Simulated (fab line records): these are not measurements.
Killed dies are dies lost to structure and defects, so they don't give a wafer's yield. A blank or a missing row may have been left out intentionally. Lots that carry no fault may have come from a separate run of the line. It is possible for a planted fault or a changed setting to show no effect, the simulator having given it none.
A struck lot beside a sound one :: flow nand harc :: 14 steps out of a route of 1302
Sound: these wafers, L865.1, L865.4, L865.5. Struck: wafers L878.3, L878.6. (L878.1 of the same lot was not struck and is left out.) The cause comes at the end.
At each step with rows: each side's tool, then ch and its chambers, then its first start. Under that, the readings that differ: sound wafers :: struck wafers :: difference of the means :: sigmas: that difference in standard deviations of wafers without a fault.
alike: words and numbers the same on both sides, and readings whose means are apart by under 2 such deviations; not compared: readings that were withheld, readings missing a value for some wafer, numbers with overlapping values and no deviation given by the record, and bounds like >300 which may hide the same value.
Wherever a step has rows on one side only, a row that says differs or no value, or a row with sigmas, the two part there. Non-overlapping numbers with no deviation appear without sigmas and do not part them. Lack of a reading on every wafer of one side parts them only where that side has two or more wafers.

NHARC_A_STAIRCASE_DESCUM_270: chemistry O2, time 3 s.
  sound on rie diel-04 ch 1,2, day 16 11:14; struck on rie diel-07 ch 1,3, day 22 01:05
  alike: chamber pressure mTorr, drypump motor current A, mfc ar sccm, o2 flow sccm, oes product au, rf vpp V, showerhead plenum p Torr, throttle valve pct
  not compared: rf hours counter h
then, 1 step without rows for these wafers: NHARC_A_STAIRCASE_ETCH_271 (etches the open film in CF4/CHF3).
NHARC_A_STAIRCASE_HM_OPEN_457: chemistry O2/COS.
  sound on rie diel-04 ch 0,1; struck on rie diel-07 ch 0,1
reading: drypump motor current A (A)
sound: 4.9 4.6 4.6
struck: 5.7 6.5
difference: +1.4
sigmas: +3
  alike: chamber pressure mTorr, mfc ar sccm, o2 flow sccm, oes product au, rf vpp V, showerhead plenum p Torr, throttle valve pct
  not compared: rf hours counter h
then, 1 step without rows for these wafers: NHARC_A_STAIRCASE_STRIP_458 (strips in O2/COS).
NHARC_A_STAIRCASE_ETCH_451: etches the open film in CF4/O2, target depth 30 nm, overetch 3 nm, time 16.5 s.
  sound on rie diel-04 ch 0,3; struck on rie diel-07 ch 0,2
  alike: chamber pressure mTorr, drypump motor current A, mfc ar sccm, o2 flow sccm, oes product au, rf vpp V, showerhead plenum p Torr, throttle valve pct
  not compared: rf hours counter h
NHARC_A_STAIRCASE_ETCH_273: etches the open film in C4F8/O2/Ar, target depth 10200 nm, time 2468.6 s.
  sound on rie diel-04 ch 0,1,2; struck on rie diel-07 ch 2
  alike: chamber pressure mTorr, oes product au, rf vpp V
  not compared: rf hours counter h
then, 4 steps without rows for these wafers: NHARC_A_STAIRCASE_STRIP_274 (strips in O2); NHARC_A_STAIRCASE_STRIP_275 (strips in SPM, time 900 s); NHARC_A_STAIRCASE_PRECLEAN_276 (cleans in SC1); NHARC_A_STAIRCASE_SRD_277.
NHARC_A_STAIRCASE_HM_DEP_459: deposits aC, target thk 1500 nm.
  sound on acl dep-03 ch 0, day 16 21:34; struck on acl dep-02 ch 0, day 22 04:13
  alike: throttle valve pct
NHARC_A_STAIRCASE_DEP_280: deposits SiON, target thk 30 nm.
  sound on pecvd-02 ch 1,2, day 16 23:27; struck on pecvd-04 ch 0, day 22 06:04
reading: rf fwd power W (W)
sound: 347.3 348.9 347.2
struck: 207.5 207.6
difference: -140.2
sigmas: -99 or more

reading: showerhead vpp V (V)
sound: 1088 1267 1076
struck: 893 903
difference: -246
sigmas: -3
  alike: chamber pressure Torr, heater power w
then, 1 step without rows for these wafers: NHARC_A_STAIRCASE_DEHYDRATE_281 (time 120 s).
NHARC_END_SORT_01:
  the record has rows for the sound wafers here (prober-02 ch 0, day 24 13:53) and none for the struck ones

== WHERE THEY PART ==
At NHARC_A_STAIRCASE_HM_OPEN_457 first; at NHARC_END_SORT_01 last (within this record only).

WHY: whatever the simulator had introduced
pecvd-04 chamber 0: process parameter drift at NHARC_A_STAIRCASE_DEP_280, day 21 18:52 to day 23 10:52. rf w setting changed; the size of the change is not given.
